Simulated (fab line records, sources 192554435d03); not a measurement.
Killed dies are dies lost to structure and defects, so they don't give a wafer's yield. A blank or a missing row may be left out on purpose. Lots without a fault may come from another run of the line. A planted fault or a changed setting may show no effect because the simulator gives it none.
Split-lot experiment | flow n5_finfet | 7 lots, 21 wafers read, on a route of 1938 steps

THE SPLIT
At N5_BEOL_M3_ETCH_70 (etches SOC in N2/H2, target depth 80 nm, overetch 16 nm, time 120 s), the setting source_w was moved away from the recipe's 840 W on 11 of the 21 wafers read, by -13.5% to +11.6%. The other wafers ran this setting at the recipe's value.

The reading is taken at the split's own step.

THE READING
rf_vpp_V, in V, at N5_BEOL_M3_ETCH_70 (etches SOC in N2/H2, target depth 80 nm, overetch 16 nm, time 120 s). Fault-free wafers of this fab line usually give 524.8 V, standard deviation 2.8 V.

wafer  | tool, chamber at the split | source_w as run, W | against the recipe | rf_vpp_V, V | against lot-mates on the recipe
L077.4 | rie_diel-02, 3             | 742.9              | -11.6%             | 539.1       | no lot-mate on the recipe
L077.5 | rie_diel-02, 1             | 742.9              | -11.6%             | 546.3       | no lot-mate on the recipe
L077.6 | rie_diel-02, 2             | 742.9              | -11.6%             | 550.7       | no lot-mate on the recipe
L078.1 | rie_diel-01, 1             | 840                | recipe             | 526.1       | -
L078.4 | rie_diel-01, 2             | 840                | recipe             | 527.9       | -
L078.5 | rie_diel-01, 1             | 840                | recipe             | 526.1       | -
L080.2 | rie_diel-06, 1             | 840                | recipe             | 526.8       | -
L080.3 | rie_diel-06, 2             | 937.4              | +11.6%             | 505.8       | -18.7
L080.5 | rie_diel-06, 3             | 840                | recipe             | 522.1       | -
L084.2 | rie_diel-06, 3             | 840                | recipe             | 521.2       | -
L084.4 | rie_diel-06, 3             | 772                | -8.1%              | 537.6       | +16.4
L084.6 | rie_diel-06, 3             | 772                | -8.1%              | 538.4       | +17.2
L087.1 | rie_diel-06, 1             | 774.6              | -7.8%              | 542.0       | +21.0
L087.2 | rie_diel-06, 0             | 840                | recipe             | 521.0       | -
L087.3 | rie_diel-06, 3             | 774.6              | -7.8%              | 535.6       | +14.6
L088.1 | rie_diel-01, 1             | 727                | -13.5%             | 550.9       | +26.4
L088.2 | rie_diel-01, 3             | 840                | recipe             | 524.5       | -
L088.6 | rie_diel-01, 2             | 727                | -13.5%             | 551.5       | +27.0
L094.2 | rie_diel-01, 2             | 789.1              | -6.1%              | 536.6       | +12.7
L094.3 | rie_diel-01, 1             | 840                | recipe             | 525.4       | -
L094.5 | rie_diel-01, 0             | 840                | recipe             | 522.4       | -

THE FIT
A straight line over all 21 wafers: rf_vpp_V changes by -1.82 V for each +1% of source_w; r = -0.97; the points scatter about the line by 2.9 V.
The same after taking each lot's own level away (the mean of its wafers on the recipe; 18 wafers): -1.94 V for each +1%; r = -0.99; scatter 2 V.
On that fit, the largest move of source_w shifts the reading by 26 V.
The lots' own levels span 521.00 to 526.70 V, that is 2.0 times the standard deviation above.
So the lot-to-lot level changes the slope little: the two slopes agree.
Check: with one of the wafers moved furthest among these (-13.5%) left out of the fit, the line predicts +26.9 V for it against its lot-mates. It came out at +26.4 V against them.
Tool readings at the split's step, against how far the setting was moved: rf_vpp_V r = -0.97.

OTHER SPLITS ON THESE WAFERS
These wafers also went through other splits before the reading. Each is held against what the fit with the lots' levels taken away leaves over:
other split on the same wafers        | wafers away from the commonest value | r with rf_vpp_V (lot level and that fit taken away)
N5_GATE_CUT_DESCUM_18 time_s          | 8                                    | -0.04
N5_MOL_CONTACT_COAG_ALD_27 ald_cycles | 5                                    | +0.19
N5_MOL_CONTACT_COAG_COAT_76 spin_rpm  | 5                                    | +0.14
N5_BEOL_M0_SAQP_EXPOSE_37 dose_mj     | 8                                    | +0.20
N5_BEOL_M0_SAQP_DESCUM_45 time_s      | 8                                    | +0.15
N5_BEOL_M1_SPUTTER_81 time_s          | 10                                   | +0.11

THE FILE'S OWN FIT
rf_vpp_V changes by -1.94 V for each +1% of source_w, r = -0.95.
